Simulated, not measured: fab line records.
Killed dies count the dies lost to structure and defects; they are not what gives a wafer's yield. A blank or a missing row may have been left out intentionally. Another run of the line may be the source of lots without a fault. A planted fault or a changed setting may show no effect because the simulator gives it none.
fab line records    flow n5_finfet
record lots=10  wafers=30  last_day=19
route steps=1938 shown MIM_TOP_ETCH@1852 MIM_BOT_LITHO@1858 MIM_BOT_ETCH@1866
lots untouched by any fault: they come from a run of this same line in which no faults occurred
start_h: the number of hours between the record's first day and the start of the first shown wafer of the lot    wait_h: hours elapsed since this lot's preceding step    " as in the row above    L1.1+2: a row that stands for several wafers    - value missing, or start not given    * or withheld: withheld    < > ~ a bound
route shown NAME@n: NAME is a module with steps in the file, n the number in the route of the first one    usual: average and standard deviation across the fault-free wafers    same: alike in all rows    chamber/n: place in a boat    sites: per-site readings    _std_site: standard deviation of those values    _edge_site: the outer-site mean with the inner-site mean subtracted    radius_mm: for every site, how far away it sits from the centre of the wafer    mask NAME#n: copy n    behind: the most recent tool/chamber to have shaped the wafer    hold: what put the lot on hold/how long, in hours/how the hold closed    device: the transistor (n, p or np) that didn't switch    end of line: the same wafers' tests at the end of the route    a step given without rows: its recipe and nothing more    killed: dies that structure and defects cost at the first sort, which is not the same as the wafer's yield    map: shows each die of a wafer: x if killed, . if not, _ if none is there
set.NAME: setting as actually run; set.NAME@STEP: the setting as run at that earlier step    model.NAME: the simulator's own value behind a step, which no gauge read
steps of the route over a sample of lots; a table a step, a row a wafer
services: a tool's chamber out of use, with start hour (start_h, from the record's first day; less than 0 if before it), hours out, and reason
## steps
# step N5_MIM_TOP_ETCH_STRIP_01
# recipe chemistry=O2  power_w=600  temp_c=60  pressure_mtorr=30  rf_frequency_hz=6e+07  bias_power_w=0  overash_fraction=0.5  o2_flow_sccm=225
# usual drypump_motor_current_A=5.7/0.44  oes_product_au=0.81/0.084  rf_vpp_V=3.3/1.1  showerhead_plenum_p_Torr=2.10/0.077  throttle_valve_pct=16.68/0.21
lot.wafer  tool         chamber  start_h  wait_h  drypump_motor_current_A  oes_product_au  rf_hours_counter_h  rf_vpp_V  showerhead_plenum_p_Torr  throttle_valve_pct
L759.2     rie_diel-06  0        290.37   0.1     5.2                      0.90            39                  1.5       2.05                      16.47
L759.5     "            1        "        "       5.6                      0.68            -                   0.6       2.16                      17.15
L759.6     "            0        "        "       5.2                      0.88            -                   2.9       2.05                      16.49
L761.1     rie_diel-03  2        293.49   0.2     5.3                      0.91            21                  2.9       2.23                      16.59
L761.3     "            3        "        "       5.5                      0.85            54                  2.2       2.22                      16.49
L761.5     "            3        "        "       5.5                      0.84            -                   4.2       2.23                      16.54
L762.1     rie_diel-02  0        314.63   0.2     5.7                      0.85            62                  3.9       2.05                      16.64
L762.3     "            2        "        "       6.0                      0.70            206                 1.6       2.18                      16.88
L762.5     "            2        "        "       6.0                      0.71            -                   2.5       2.18                      16.95
L764.2     rie_diel-03  0        342.67   0.1     4.8                      0.79            93                  3.0       2.03                      16.56
L764.3     "            3        "        "       5.5                      0.84            66                  3.6       2.22                      16.53
L764.5     "            1        "        "       6.0                      0.97            -                   1.9       2.14                      16.42
L768.2     rie_diel-02  3        380.15   0.1     5.8                      0.72            151                 2.7       2.01                      17.06
L768.3     "            1        "        "       6.3                      0.82            68                  4.9       2.12                      16.47
L768.4     "            0        "        "       5.7                      0.82            81                  2.6       2.04                      16.64
L765.3     rie_diel-02  2        397.45   0.2     6.0                      0.68            230                 3.3       2.17                      16.95
L765.4     "            3        "        "       5.8                      0.73            157                 4.5       2.00                      17.09
L765.5     "            0        "        "       5.6                      0.82            -                   1.4       2.04                      16.66
L770.1     rie_diel-02  1        397.78   0.2     6.3                      0.83            75                  4.3       2.12                      16.49
L770.2     "            3        "        "       5.8                      0.72            157                 3.4       2.00                      17.08
L770.4     "            2        "        "       6.0                      0.68            230                 3.6       2.17                      16.98
L776.1     rie_diel-02  2        439.75   0.1     6.0                      0.69            242                 5.5       2.16                      16.96
L776.2     "            0        "        "       5.6                      0.82            100                 2.4       2.04                      16.69
L776.3     "            3        "        "       5.8                      0.71            171                 2.9       2.00                      17.08
L779.1     rie_diel-03  2        439.85   0.1     5.3                      0.85            63                  5.1       2.22                      16.64
L779.2     "            0        "        "       4.8                      0.76            124                 3.5       2.03                      16.58
L779.5     "            2        "        "       5.3                      0.85            -                   0.9       2.22                      16.63
L777.4     rie_diel-06  0        444.10   0.1     5.2                      0.81            86                  2.9       2.04                      16.60
L777.5     "            0        "        "       5.2                      0.82            -                   5.0       2.04                      16.57
L777.6     "            3        "        "       5.4                      0.93            -                   2.5       2.05                      16.53
# step N5_MIM_BOT_LITHO_EXPOSE_05
# recipe mask_id=MIM_BOT  na=0.55  source_shape=conventional  sigma_outer=0.8  polarization=unpolarized  dose_mj=24.25
lot.wafer   tool            chamber  start_h  wait_h  mask
L759.2+5+6  krf_scanner-01  0        290.75   -       MIM_BOT#0
L761.1+3+5  krf_scanner-01  0        293.76   -       MIM_BOT#0
L762.1+3+5  krf_scanner-01  0        315.00   -       MIM_BOT#0
L764.2+3+5  krf_scanner-01  0        342.92   -       MIM_BOT#0
L768.2+3+4  krf_scanner-01  0        380.52   -       MIM_BOT#0
L765.3+4+5  krf_scanner-01  0        397.83   -       MIM_BOT#0
L770.1+2+4  krf_scanner-01  0        398.02   -       MIM_BOT#0
L776.1+2+3  krf_scanner-02  0        439.99   -       MIM_BOT#0
L779.1+2+5  krf_scanner-02  0        440.10   -       MIM_BOT#0
L777.4+5+6  krf_scanner-02  0        444.38   -       MIM_BOT#0
# step N5_MIM_BOT_LITHO_OVL_MEAS_11
# recipe points_per_wafer=44
# usual MIM_BOT_OVL=0/5.8
lot.wafer  tool        chamber  start_h  wait_h  MIM_BOT_OVL[nm]
L759.2     overlay-01  0        290.95   0.0     3
L759.5     "           0        "        "       1
L759.6     "           0        "        "       10
L761.1     overlay-02  0        293.96   0.0     7
L761.3     "           0        "        "       6
L761.5     "           0        "        "       14
L762.1     overlay-01  0        315.21   0.0     7
L762.3     "           0        "        "       2
L762.5     "           0        "        "       0
L764.2     overlay-02  0        343.12   0.0     1
L764.3     "           0        "        "       6
L764.5     "           0        "        "       11
L768.2     overlay-01  0        380.72   0.0     -1
L768.3     "           0        "        "       -6
L768.4     "           0        "        "       4
L765.3     overlay-02  0        398.02   0.0     545
L765.4     "           0        "        "       550
L765.5     "           0        "        "       553
L770.1     overlay-01  0        398.23   0.0     555
L770.2     "           0        "        "       556
L770.4     "           0        "        "       555
L776.1     overlay-02  0        440.20   0.0     -8
L776.2     "           0        "        "       -3
L776.3     "           0        "        "       -4
L779.1     overlay-01  0        440.30   0.0     -9
L779.2     "           0        "        "       3
L779.5     "           0        "        "       -3
L777.4     overlay-02  0        444.57   0.0     -3
L777.5     "           0        "        "       -8
L777.6     "           0        "        "       -5
# step N5_MIM_BOT_ETCH_ETCH_04
# recipe chemistry=CF4/O2  target=SiNx  target_depth_a=260  time_s=13  ion_energy_ev=100  pressure_mtorr=40  source_w=535  bias_w=49  Ar_flow_sccm=100  cf4_flow_sccm=100  O2_flow_sccm=10
# usual drypump_motor_current_A=5.9/0.51  oes_product_au=0.79/0.077  rf_vpp_V=241.1/2.9  showerhead_plenum_p_Torr=2.20/0.051  throttle_valve_pct=16.04/0.23
lot.wafer  tool         chamber  start_h  wait_h  drypump_motor_current_A  oes_product_au  rf_hours_counter_h  rf_vpp_V  showerhead_plenum_p_Torr  throttle_valve_pct
L759.2     rie_diel-04  3        291.07   0.0     5.5                      0.86            58                  242.9     2.25                      15.93
L759.5     "            1        "        "       6.2                      0.89            -                   241.1     2.16                      15.76
L759.6     "            0        "        "       6.2                      0.87            -                   244.7     2.25                      15.75
L761.1     rie_diel-05  1        294.09   0.0     6.6                      0.76            176                 238.6     2.20                      15.93
L761.3     "            2        "        "       6.0                      0.71            233                 239.1     2.26                      16.38
L761.5     "            3        "        "       6.0                      0.79            -                   240.2     2.12                      16.23
L762.1     rie_diel-05  1        315.33   0.0     6.6                      0.74            181                 236.8     2.19                      15.93
L762.3     "            0        "        "       5.7                      0.77            117                 243.7     2.31                      16.15
L762.5     "            0        "        "       5.7                      0.77            -                   241.6     2.31                      16.14
L764.2     rie_diel-01  3        343.59   0.0     5.2                      0.72            187                 237.6     2.19                      16.37
L764.3     "            2        "        "       5.0                      0.88            41                  245.6     2.24                      15.63
L764.5     "            0        "        "       6.5                      0.80            -                   242.3     2.13                      15.98
L768.2     rie_diel-04  3        380.85   0.0     5.5                      0.83            85                  242.4     2.24                      15.98
L768.3     "            1        "        "       6.2                      0.86            54                  241.5     2.15                      15.81
L768.4     "            0        "        "       6.2                      0.83            57                  244.0     2.24                      15.82
L765.3     rie_diel-04  0        398.14   0.0     6.2                      0.82            62                  244.1     2.24                      15.82
L765.4     "            3        "        "       5.5                      0.81            91                  242.0     2.23                      15.98
L765.5     "            3        "        "       5.6                      0.81            -                   242.6     2.23                      15.99
L770.1     rie_diel-04  0        398.35   0.0     6.2                      0.82            62                  243.2     2.23                      15.81
L770.2     "            1        "        "       6.3                      0.85            59                  240.4     2.15                      15.83
L770.4     "            3        "        "       5.6                      0.82            91                  242.4     2.23                      15.98
L776.1     rie_diel-01  3        440.32   0.0     5.2                      0.69            225                 235.5     2.17                      16.43
L776.2     "            0        "        "       6.5                      0.76            150                 242.2     2.12                      16.09
L776.3     "            2        "        "       5.0                      0.83            78                  246.1     2.23                      15.73
L779.1     rie_diel-04  0        440.43   0.0     6.2                      0.79            82                  243.7     2.23                      15.86
L779.2     "            2        "        "       5.5                      0.97            4                   238.6     2.17                      15.95
L779.5     "            3        "        "       5.5                      0.79            -                   242.1     2.23                      16.01
L777.4     rie_diel-05  3        444.69   0.0     6.0                      0.73            182                 239.5     2.11                      16.32
L777.5     "            1        "        "       6.6                      0.71            -                   238.3     2.18                      16.03
L777.6     "            2        "        "       6.1                      0.93            -                   241.5     2.24                      15.98
# step N5_MIM_BOT_ETCH_STRIP_01
# recipe chemistry=O2  power_w=600  temp_c=60  pressure_mtorr=30  rf_frequency_hz=6e+07  bias_power_w=0  overash_fraction=0.5  o2_flow_sccm=225
# usual drypump_motor_current_A=5.9/0.48  oes_product_au=0.80/0.08  rf_vpp_V=3.7/1.3  showerhead_plenum_p_Torr=2.09/0.054  throttle_valve_pct=16.71/0.23
lot.wafer  tool         chamber  start_h  wait_h  drypump_motor_current_A  oes_product_au  rf_hours_counter_h  rf_vpp_V  showerhead_plenum_p_Torr  throttle_valve_pct
L759.2     rie_diel-05  3        291.39   0.1     6.0                      0.77            128                 5.2       2.02                      16.91
L759.5     "            0        "        "       5.7                      0.80            -                   3.1       2.20                      16.82
L759.6     "            3        "        "       5.9                      0.75            -                   6.3       2.02                      16.92
L761.1     rie_diel-05  3        294.42   0.1     6.0                      0.76            130                 3.5       2.02                      16.90
L761.3     "            1        "        "       6.6                      0.75            176                 3.6       2.09                      16.63
L761.5     "            1        "        "       6.6                      0.72            -                   1.9       2.09                      16.62
L762.1     rie_diel-01  0        315.65   0.1     6.5                      0.81            101                 2.8       2.03                      16.64
L762.3     "            3        "        "       5.2                      0.73            178                 2.2       2.08                      17.07
L762.5     "            0        "        "       6.5                      0.80            -                   4.9       2.03                      16.62
L764.2     rie_diel-01  1        343.91   0.1     5.6                      0.70            227                 5.0       2.08                      17.01
L764.3     "            2        "        "       5.0                      0.90            41                  3.4       2.14                      16.36
L764.5     "            3        "        "       5.2                      0.70            -                   6.2       2.08                      17.03
L768.2     rie_diel-05  3        381.17   0.1     6.0                      0.75            161                 3.5       2.01                      16.99
L768.3     "            2        "        "       6.1                      1.01            2                   3.4       2.15                      16.71
L768.4     "            1        "        "       6.6                      0.73            207                 4.4       2.08                      16.67
L765.3     rie_diel-04  2        398.46   0.1     5.5                      0.68            249                 4.2       2.06                      17.06
L765.4     "            0        "        "       6.2                      0.82            62                  3.8       2.13                      16.51
L765.5     "            1        "        "       6.2                      0.84            -                   3.5       2.03                      16.45
L770.1     rie_diel-04  0        398.76   0.2     6.2                      0.83            63                  6.2       2.12                      16.56
L770.2     "            1        "        "       6.3                      0.86            59                  3.5       2.03                      16.49
L770.4     "            2        "        "       5.5                      0.66            249                 3.7       2.06                      17.07
L776.1     rie_diel-05  0        440.64   0.1     5.7                      0.75            156                 3.7       2.18                      16.92
L776.2     "            1        "        "       6.6                      0.70            226                 4.6       2.07                      16.73
L776.3     "            2        "        "       6.1                      0.92            21                  2.9       2.15                      16.69
L779.1     rie_diel-04  3        440.75   0.1     5.5                      0.80            111                 6.2       2.10                      16.60
L779.2     "            0        "        "       6.2                      0.81            82                  5.1       2.12                      16.59
L779.5     "            3        "        "       5.5                      0.78            -                   5.7       2.10                      16.64
L777.4     rie_diel-04  1        445.05   0.1     6.2                      0.83            79                  2.7       2.02                      16.52
L777.5     "            0        "        "       6.2                      0.81            -                   3.1       2.12                      16.52
L777.6     "            3        "        "       5.5                      0.80            -                   2.8       2.10                      16.66
## services
tool            chamber  start_h  hours  kind
rie_diel-04     2        287.32   7.5    repair
rie_diel-04     2        308.08   5.8    repair
rie_diel-05     2        313.06   5.9    repair
rie_diel-03     3        318.68   3.2    repair
rie_diel-06     3        326.10   3.0    repair
rie_diel-04     2        326.28   1.8    repair
krf_scanner-01  -        355.13   1.0    pm
krf_scanner-02  -        366.71   1.0    pm
rie_diel-03     2        381.01   1.2    repair
rie_diel-02     -        383.04   0.7    repair
rie_diel-06     -        385.21   14.6   pm
rie_diel-03     1        388.62   8.8    repair
krf_scanner-02  -        389.97   0.8    pm
krf_scanner-01  -        390.92   1.5    repair
krf_scanner-01  -        408.59   0.8    pm
rie_diel-05     -        414.47   4.0    pm
krf_scanner-02  -        417.80   1.3    pm
rie_diel-05     -        418.47   2.8    pm
rie_diel-05     0        428.66   5.9    repair
rie_diel-02     2        428.98   2.7    repair
rie_diel-04     -        430.76   2.8    pm
krf_scanner-01  -        433.50   1.3    pm
krf_scanner-01  -        437.88   3.6    pm
krf_scanner-01  -        443.45   1.4    repair
## key
first_sign step=N5_MIM_BOT_LITHO_OVL_MEAS_11  reading=MIM_BOT_OVL  direction=up  sigmas=95  usual=0  struck=552
effect none on later readings
met_at N5_MIM_BOT_LITHO_EXPOSE_05
struck_lots L765,L770
not_acting_at N5_MIM_TOP_ETCH_STRIP_01,N5_MIM_BOT_ETCH_ETCH_04,N5_MIM_BOT_ETCH_STRIP_01
onset_between 380.52 397.83
fault kind=scanner_matching_overlay  tool=krf_scanner-01  chamber=-  onset_h=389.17  steps=N5_MIM_BOT_LITHO_EXPOSE_05  offset=549.86
